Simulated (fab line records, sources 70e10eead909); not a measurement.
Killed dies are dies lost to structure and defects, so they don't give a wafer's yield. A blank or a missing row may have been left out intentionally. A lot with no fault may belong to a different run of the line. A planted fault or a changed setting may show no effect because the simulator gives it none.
Which tool is to blame? || flow nand-harc || 39 wafers from 13 lots sampled at 5 of the route's 1302 steps

## WHAT THE GAUGES SHOWED, per wafer
NHARC_P_STI_INSPECT_11. Usual: raw-defect-count 6, standard deviation 3.1.
{"lot": "L887", "measured": "day 2 21:11", "on": "defect-inspect-02", "raw-defect-count": "5 7 6", "flag": ""}
{"lot": "L890", "measured": "day 4 03:04", "on": "defect-inspect-01", "raw-defect-count": "13 2 11", "flag": ""}
{"lot": "L892", "measured": "day 4 23:46", "on": "defect-inspect-01", "raw-defect-count": "3 5 4", "flag": ""}
{"lot": "L893", "measured": "day 5 10:34", "on": "defect-inspect-02", "raw-defect-count": "7 7 9", "flag": ""}
{"lot": "L894", "measured": "day 5 19:04", "on": "defect-inspect-01", "raw-defect-count": "7 5 8", "flag": ""}
{"lot": "L895", "measured": "day 6 09:17", "on": "defect-inspect-02", "raw-defect-count": "5 5 6", "flag": ""}
{"lot": "L897", "measured": "day 7 00:39", "on": "defect-inspect-01", "raw-defect-count": "4 1 0", "flag": ""}
{"lot": "L899", "measured": "day 7 20:03", "on": "defect-inspect-01", "raw-defect-count": "4 5 2", "flag": ""}
{"lot": "L903", "measured": "day 9 10:43", "on": "defect-inspect-01", "raw-defect-count": "5 6 1", "flag": ""}
{"lot": "L904", "measured": "day 9 21:40", "on": "defect-inspect-01", "raw-defect-count": "5 4 10", "flag": ""}
{"lot": "L905", "measured": "day 10 06:33", "on": "defect-inspect-02", "raw-defect-count": "9 7 5", "flag": ""}
{"lot": "L906", "measured": "day 10 18:10", "on": "defect-inspect-01", "raw-defect-count": "5 2 7", "flag": ""}
{"lot": "L907", "measured": "day 11 04:03", "on": "defect-inspect-01", "raw-defect-count": "2 3 7", "flag": ""}

NHARC_P_STI_CD_MEAS_16. Usual: cd-nm 200.1 nm, standard deviation 2.3.
{"lot": "L887", "measured": "day 2 21:47", "on": "cd-sem-01", "cd-nm (nm)": "200.1 201.3 203.6", "flag": ""}
{"lot": "L890", "measured": "day 4 03:38", "on": "cd-sem-02", "cd-nm (nm)": "196.8 200.2 198.1", "flag": ""}
{"lot": "L892", "measured": "day 5 00:20", "on": "cd-sem-02", "cd-nm (nm)": "198.6 197.3 201.0", "flag": ""}
{"lot": "L893", "measured": "day 5 11:11", "on": "cd-sem-02", "cd-nm (nm)": "200.9 198.5 198.0", "flag": ""}
{"lot": "L894", "measured": "day 5 19:38", "on": "cd-sem-02", "cd-nm (nm)": "197.8 197.9 201.6", "flag": ""}
{"lot": "L895", "measured": "day 6 09:53", "on": "cd-sem-03", "cd-nm (nm)": "199.4 197.9 199.0", "flag": ""}
{"lot": "L897", "measured": "day 7 01:17", "on": "cd-sem-01", "cd-nm (nm)": "200.8 201.8 203.9", "flag": ""}
{"lot": "L899", "measured": "day 7 20:41", "on": "cd-sem-03", "cd-nm (nm)": "203.7 201.4 203.0", "flag": ""}
{"lot": "L903", "measured": "day 9 11:19", "on": "cd-sem-02", "cd-nm (nm)": "202.2 198.1 200.1", "flag": ""}
{"lot": "L904", "measured": "day 9 22:16", "on": "cd-sem-01", "cd-nm (nm)": "201.5 198.9 200.8", "flag": ""}
{"lot": "L905", "measured": "day 10 07:07", "on": "cd-sem-01", "cd-nm (nm)": "202.9 200.1 200.5", "flag": ""}
{"lot": "L906", "measured": "day 10 18:46", "on": "cd-sem-03", "cd-nm (nm)": "202.9 201.4 200.8", "flag": ""}
{"lot": "L907", "measured": "day 11 04:38", "on": "cd-sem-03", "cd-nm (nm)": "196.6 197.7 197.1", "flag": ""}

NHARC_END_SORT_01. Usual: killed-at-array 57, standard deviation 17; killed-at-other 0.5, standard deviation 0.82; killed-at-periphery 4.0, standard deviation 2.8; killed-dies 61, standard deviation 18; killed-open 2.9, standard deviation 2; killed-short 2.3, standard deviation 1.7.
{"lot": "L897", "measured": "day 30 06:07", "on": "prober-01", "killed-at-array": "69 82 64", "killed-at-other": "0 0 0", "killed-at-periphery": "1 3 1", "killed-dies": "70 85 65", "killed-open": "4 3 8", "killed-short": "4 3 0", "flag": ""}

## WHICH TOOL RAN EACH LOT (tool, then ch and the chambers of the sampled wafers, then the start)
{"lot": "L887", "NHARC_P_STI_OXIDE_29": "furnace-06 ch 0, day 2 08:55", "NHARC_P_STI_DESCUM_14": "rie-diel-13 ch 0,1, day 2 21:19"}
{"lot": "L890", "NHARC_P_STI_OXIDE_29": "furnace-06 ch 0, day 3 15:37", "NHARC_P_STI_DESCUM_14": "rie-diel-12 ch 0,1,2, day 4 03:13"}
{"lot": "L892", "NHARC_P_STI_OXIDE_29": "furnace-08 ch 0, day 4 12:31", "NHARC_P_STI_DESCUM_14": "rie-diel-13 ch 0,1,3, day 4 23:55"}
{"lot": "L893", "NHARC_P_STI_OXIDE_29": "furnace-06 ch 0, day 4 23:14", "NHARC_P_STI_DESCUM_14": "rie-diel-13 ch 0,1,2, day 5 10:44"}
{"lot": "L894", "NHARC_P_STI_OXIDE_29": "furnace-08 ch 0, day 5 06:59", "NHARC_P_STI_DESCUM_14": "rie-diel-12 ch 0,1,2, day 5 19:13"}
{"lot": "L895", "NHARC_P_STI_OXIDE_29": "furnace-08 ch 0, day 5 18:35", "NHARC_P_STI_DESCUM_14": "rie-diel-12 ch 0,2,3, day 6 09:26"}
{"lot": "L897", "NHARC_P_STI_OXIDE_29": "furnace-06 ch 0, day 6 11:38 and furnace-07 ch 0, day 6 16:09", "NHARC_P_STI_DESCUM_14": "rie-diel-03 ch 1,3, day 7 00:47"}
{"lot": "L899", "NHARC_P_STI_OXIDE_29": "furnace-08 ch 0, day 7 08:42", "NHARC_P_STI_DESCUM_14": "rie-diel-12 ch 1,2,3, day 7 20:11"}
{"lot": "L903", "NHARC_P_STI_OXIDE_29": "furnace-06 ch 0, day 8 23:25", "NHARC_P_STI_DESCUM_14": "rie-diel-03 ch 2,3, day 9 10:51"}
{"lot": "L904", "NHARC_P_STI_OXIDE_29": "furnace-08 ch 0, day 9 10:20", "NHARC_P_STI_DESCUM_14": "rie-diel-13 ch 1,2,3, day 9 21:47"}
{"lot": "L905", "NHARC_P_STI_OXIDE_29": "furnace-07 ch 0, day 9 19:13", "NHARC_P_STI_DESCUM_14": "rie-diel-03 ch 0,1,3, day 10 06:41"}
{"lot": "L906", "NHARC_P_STI_OXIDE_29": "furnace-07 ch 0, day 10 06:42", "NHARC_P_STI_DESCUM_14": "rie-diel-03 ch 0,1,3, day 10 18:19"}
{"lot": "L907", "NHARC_P_STI_OXIDE_29": "furnace-06 ch 0, day 10 16:40", "NHARC_P_STI_DESCUM_14": "rie-diel-03 ch 2,3, day 11 04:11"}
- NHARC_P_STI_OXIDE_29: material SiO2, target thk 10 nm, ox time 1362 s.
- NHARC_P_STI_DESCUM_14: chemistry O2, time 3 s.

## AS READ BY THE TOOLS THEMSELVES (means over the sampled wafers that have a number; for cases with no such wafer, the mark the record gives instead)
NHARC_P_STI_DESCUM_14. Usual: chamber-pressure-mTorr 60.01 mTorr, standard deviation 0.053; drypump-motor-current-A 5.7 A, standard deviation 0.45; mfc-ar-sccm 0.007 sccm, standard deviation 0.011; o2-flow-sccm 200.0 sccm, standard deviation 0.61; oes-product-au 1.003 a.u., standard deviation 0.012; rf-vpp-V 57.8 V, standard deviation 0.89; showerhead-plenum-p-Torr 1.92 Torr, standard deviation 0.076; throttle-valve-pct 11.312 %, standard deviation 0.009.
{"lot": "L887", "tool": "rie-diel-13", "chamber-pressure-mTorr (mTorr)": 59.99, "drypump-motor-current-A (A)": 6.2, "mfc-ar-sccm (sccm)": 0.000, "o2-flow-sccm (sccm)": 199.2, "oes-product-au (a.u.)": 0.981, "rf-vpp-V (V)": 57.8, "showerhead-plenum-p-Torr (Torr)": 1.90, "throttle-valve-pct (%)": 11.316, "flag": ""}
{"lot": "L890", "tool": "rie-diel-12", "chamber-pressure-mTorr (mTorr)": 59.99, "drypump-motor-current-A (A)": 5.1, "mfc-ar-sccm (sccm)": 0.011, "o2-flow-sccm (sccm)": 200.0, "oes-product-au (a.u.)": 0.996, "rf-vpp-V (V)": 57.6, "showerhead-plenum-p-Torr (Torr)": 1.91, "throttle-valve-pct (%)": 11.315, "flag": ""}
{"lot": "L892", "tool": "rie-diel-13", "chamber-pressure-mTorr (mTorr)": 60.01, "drypump-motor-current-A (A)": 5.8, "mfc-ar-sccm (sccm)": 0.000, "o2-flow-sccm (sccm)": 199.8, "oes-product-au (a.u.)": 0.997, "rf-vpp-V (V)": 57.8, "showerhead-plenum-p-Torr (Torr)": 1.94, "throttle-valve-pct (%)": 11.315, "flag": ""}
{"lot": "L893", "tool": "rie-diel-13", "chamber-pressure-mTorr (mTorr)": 60.03, "drypump-motor-current-A (A)": 5.8, "mfc-ar-sccm (sccm)": 0.001, "o2-flow-sccm (sccm)": 199.4, "oes-product-au (a.u.)": 0.997, "rf-vpp-V (V)": 57.1, "showerhead-plenum-p-Torr (Torr)": 1.89, "throttle-valve-pct (%)": 11.319, "flag": ""}
{"lot": "L894", "tool": "rie-diel-12", "chamber-pressure-mTorr (mTorr)": 60.01, "drypump-motor-current-A (A)": 5.1, "mfc-ar-sccm (sccm)": 0.011, "o2-flow-sccm (sccm)": 200.2, "oes-product-au (a.u.)": 1.007, "rf-vpp-V (V)": 57.4, "showerhead-plenum-p-Torr (Torr)": 1.91, "throttle-valve-pct (%)": 11.310, "flag": ""}
{"lot": "L895", "tool": "rie-diel-12", "chamber-pressure-mTorr (mTorr)": 59.99, "drypump-motor-current-A (A)": 5.2, "mfc-ar-sccm (sccm)": 0.011, "o2-flow-sccm (sccm)": 200.1, "oes-product-au (a.u.)": 1.006, "rf-vpp-V (V)": 58.0, "showerhead-plenum-p-Torr (Torr)": 1.95, "throttle-valve-pct (%)": 11.304, "flag": ""}
{"lot": "L897", "tool": "rie-diel-03", "chamber-pressure-mTorr (mTorr)": 60.00, "drypump-motor-current-A (A)": 6.0, "mfc-ar-sccm (sccm)": 0.001, "o2-flow-sccm (sccm)": 200.1, "oes-product-au (a.u.)": 1.011, "rf-vpp-V (V)": 57.4, "showerhead-plenum-p-Torr (Torr)": 1.90, "throttle-valve-pct (%)": 11.313, "flag": ""}
{"lot": "L899", "tool": "rie-diel-12", "chamber-pressure-mTorr (mTorr)": 60.05, "drypump-motor-current-A (A)": 5.3, "mfc-ar-sccm (sccm)": 0.001, "o2-flow-sccm (sccm)": 199.8, "oes-product-au (a.u.)": 1.007, "rf-vpp-V (V)": 57.9, "showerhead-plenum-p-Torr (Torr)": 1.95, "throttle-valve-pct (%)": 11.316, "flag": ""}
{"lot": "L903", "tool": "rie-diel-03", "chamber-pressure-mTorr (mTorr)": 59.95, "drypump-motor-current-A (A)": 6.1, "mfc-ar-sccm (sccm)": 0.007, "o2-flow-sccm (sccm)": 200.5, "oes-product-au (a.u.)": 1.016, "rf-vpp-V (V)": 58.6, "showerhead-plenum-p-Torr (Torr)": 1.88, "throttle-valve-pct (%)": 11.311, "flag": ""}
{"lot": "L904", "tool": "rie-diel-13", "chamber-pressure-mTorr (mTorr)": 59.95, "drypump-motor-current-A (A)": 5.4, "mfc-ar-sccm (sccm)": 0.001, "o2-flow-sccm (sccm)": 199.5, "oes-product-au (a.u.)": 1.001, "rf-vpp-V (V)": 57.9, "showerhead-plenum-p-Torr (Torr)": 1.93, "throttle-valve-pct (%)": 11.303, "flag": ""}
{"lot": "L905", "tool": "rie-diel-03", "chamber-pressure-mTorr (mTorr)": 60.02, "drypump-motor-current-A (A)": 5.7, "mfc-ar-sccm (sccm)": 0.013, "o2-flow-sccm (sccm)": 200.6, "oes-product-au (a.u.)": 1.015, "rf-vpp-V (V)": 57.8, "showerhead-plenum-p-Torr (Torr)": 1.93, "throttle-valve-pct (%)": 11.302, "flag": ""}
{"lot": "L906", "tool": "rie-diel-03", "chamber-pressure-mTorr (mTorr)": 60.05, "drypump-motor-current-A (A)": 5.7, "mfc-ar-sccm (sccm)": 0.013, "o2-flow-sccm (sccm)": 199.9, "oes-product-au (a.u.)": 1.008, "rf-vpp-V (V)": 57.3, "showerhead-plenum-p-Torr (Torr)": 1.93, "throttle-valve-pct (%)": 11.318, "flag": ""}
{"lot": "L907", "tool": "rie-diel-03", "chamber-pressure-mTorr (mTorr)": 59.93, "drypump-motor-current-A (A)": 6.2, "mfc-ar-sccm (sccm)": 0.007, "o2-flow-sccm (sccm)": 199.6, "oes-product-au (a.u.)": 1.010, "rf-vpp-V (V)": 57.2, "showerhead-plenum-p-Torr (Torr)": 1.88, "throttle-valve-pct (%)": 11.312, "flag": ""}

## THE ANSWER, worked out from the rows above alone
Rule: a lot counts as off when the mean over its wafers that have a number is more than 3 standard deviations away from the usual mean. Also off: a lot with no number at a reading for which 4 or more lots have one. All remaining lots with rows at the step are treated as sound. After the gauges, taken in route order, come the tools' own readings; for these a lot's mean is taken, as printed above. At the first step where some lot is off, the reading lying furthest off is the one used; lots without a number count as furthest.
None of the lots is off at any reading shown; this tells nothing.

## WHAT THE SIMULATOR PUT IN
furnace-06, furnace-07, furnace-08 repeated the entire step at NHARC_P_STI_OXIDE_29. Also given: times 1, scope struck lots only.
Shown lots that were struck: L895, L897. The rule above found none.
